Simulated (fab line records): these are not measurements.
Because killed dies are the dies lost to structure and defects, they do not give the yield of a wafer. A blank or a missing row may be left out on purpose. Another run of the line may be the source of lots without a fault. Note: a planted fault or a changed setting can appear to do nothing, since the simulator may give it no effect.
Matching of chambers || flow n5 finfet || 4 sister chambers for N5_BEOL_M0_CUTY_ETCH_62 on rie diel-03
The step etches SiARC in CF4, time 58.5 s. 18 wafers are shown with their chamber, then 9 later ones without.

== WAFERS PAIRED WITH THEIR CHAMBERS ==
{"wafer": "L075.3", "chamber": 0, "drypump motor current A (A)": 5.2, "throttle valve pct (%)": 15.77, "etch rf on time s (s)": 58.3}
{"wafer": "L075.4", "chamber": 2, "drypump motor current A (A)": 4.7, "throttle valve pct (%)": 15.62, "etch rf on time s (s)": 58.2}
{"wafer": "L075.5", "chamber": 1, "drypump motor current A (A)": 5.4, "throttle valve pct (%)": 15.05, "etch rf on time s (s)": 56.9}
{"wafer": "L076.2", "chamber": 3, "drypump motor current A (A)": 6.5, "throttle valve pct (%)": 15.79, "etch rf on time s (s)": 57.5}
{"wafer": "L076.3", "chamber": 2, "drypump motor current A (A)": 4.7, "throttle valve pct (%)": 15.61, "etch rf on time s (s)": 58.4}
{"wafer": "L076.4", "chamber": 2, "drypump motor current A (A)": 4.7, "throttle valve pct (%)": 15.62, "etch rf on time s (s)": 58.5}
{"wafer": "L077.3", "chamber": 3, "drypump motor current A (A)": 6.5, "throttle valve pct (%)": 15.82, "etch rf on time s (s)": 57.4}
{"wafer": "L077.4", "chamber": 3, "drypump motor current A (A)": 6.5, "throttle valve pct (%)": 15.79, "etch rf on time s (s)": 57.6}
{"wafer": "L077.5", "chamber": 2, "drypump motor current A (A)": 4.7, "throttle valve pct (%)": 15.64, "etch rf on time s (s)": 58.3}
{"wafer": "L081.2", "chamber": 3, "drypump motor current A (A)": 6.4, "throttle valve pct (%)": 15.82, "etch rf on time s (s)": 57.3}
{"wafer": "L081.3", "chamber": 0, "drypump motor current A (A)": 5.2, "throttle valve pct (%)": 15.31, "etch rf on time s (s)": 60.0}
{"wafer": "L081.6", "chamber": 0, "drypump motor current A (A)": 5.2, "throttle valve pct (%)": 15.32, "etch rf on time s (s)": 61.0}
{"wafer": "L085.1", "chamber": 1, "drypump motor current A (A)": 5.4, "throttle valve pct (%)": 15.10, "etch rf on time s (s)": 56.9}
{"wafer": "L085.3", "chamber": 2, "drypump motor current A (A)": 4.7, "throttle valve pct (%)": 15.65, "etch rf on time s (s)": 58.5}
{"wafer": "L085.5", "chamber": 3, "drypump motor current A (A)": 6.4, "throttle valve pct (%)": 15.83, "etch rf on time s (s)": 57.5}
{"wafer": "L086.1", "chamber": 3, "drypump motor current A (A)": 6.4, "throttle valve pct (%)": 15.83, "etch rf on time s (s)": 57.5}
{"wafer": "L086.2", "chamber": 0, "drypump motor current A (A)": 5.2, "throttle valve pct (%)": 15.35, "etch rf on time s (s)": 60.6}
{"wafer": "L086.6", "chamber": 3, "drypump motor current A (A)": 6.4, "throttle valve pct (%)": 15.84, "etch rf on time s (s)": 57.2}

SIGNATURES (averages over the wafers above)
{"reading": "drypump motor current A", "chamber 0": 5.200, "chamber 1": 5.400, "chamber 2": 4.700, "chamber 3": 6.443, "scatter within a chamber": 0.035}
{"reading": "throttle valve pct", "chamber 0": 15.4375, "chamber 1": 15.0750, "chamber 2": 15.6280, "chamber 3": 15.8171, "scatter within a chamber": 0.105}
{"reading": "etch rf on time s", "chamber 0": 59.975, "chamber 1": 56.900, "chamber 2": 58.380, "chamber 3": 57.429, "scatter within a chamber": 0.563}
Rule: distance of a wafer from a chamber = root of the sum over the readings of ((wafer's reading minus chamber's mean) / reading's scatter) squared. The wafer belongs to the nearest chamber; if the next one is less than 2 further off, it can't be placed. The scatter is the square root of a quotient: the sum, over the shown wafers, of each reading's squared deviation from its chamber's mean, divided by wafers minus chambers.

== WAFERS MISSING THEIR CHAMBER ==
{"wafer": "L087.1", "drypump motor current A (A)": 5.2, "throttle valve pct (%)": 15.36, "etch rf on time s (s)": 60.2}
{"wafer": "L087.5", "drypump motor current A (A)": 6.4, "throttle valve pct (%)": 15.86, "etch rf on time s (s)": 56.6}
{"wafer": "L087.6", "drypump motor current A (A)": 5.2, "throttle valve pct (%)": 15.35, "etch rf on time s (s)": 60.6}
{"wafer": "L090.1", "drypump motor current A (A)": 6.5, "throttle valve pct (%)": 15.85, "etch rf on time s (s)": 56.8}
{"wafer": "L090.4", "drypump motor current A (A)": 5.2, "throttle valve pct (%)": 15.37, "etch rf on time s (s)": 60.2}
{"wafer": "L090.5", "drypump motor current A (A)": 4.7, "throttle valve pct (%)": 15.16, "etch rf on time s (s)": 57.2}
{"wafer": "L093.1", "drypump motor current A (A)": 5.4, "throttle valve pct (%)": 15.13, "etch rf on time s (s)": 57.5}
{"wafer": "L093.2", "drypump motor current A (A)": 4.7, "throttle valve pct (%)": 15.17, "etch rf on time s (s)": 57.0}
{"wafer": "L093.6", "drypump motor current A (A)": 5.4, "throttle valve pct (%)": 15.13, "etch rf on time s (s)": 57.0}

== WHICH CHAMBER EACH ONE RAN IN ==
{"wafer": "L087.1", "from the rows above": 0, "in truth": 0}
{"wafer": "L087.5", "from the rows above": 3, "in truth": 3}
{"wafer": "L087.6", "from the rows above": 0, "in truth": 0}
{"wafer": "L090.1", "from the rows above": 3, "in truth": 3}
{"wafer": "L090.4", "from the rows above": 0, "in truth": 0}
{"wafer": "L090.5", "from the rows above": 2, "in truth": 2}
{"wafer": "L093.1", "from the rows above": 1, "in truth": 1}
{"wafer": "L093.2", "from the rows above": 2, "in truth": 2}
{"wafer": "L093.6", "from the rows above": 1, "in truth": 1}
9 of 9 placed correctly. Number that these rows cannot place: 0. 0 placed wrongly.
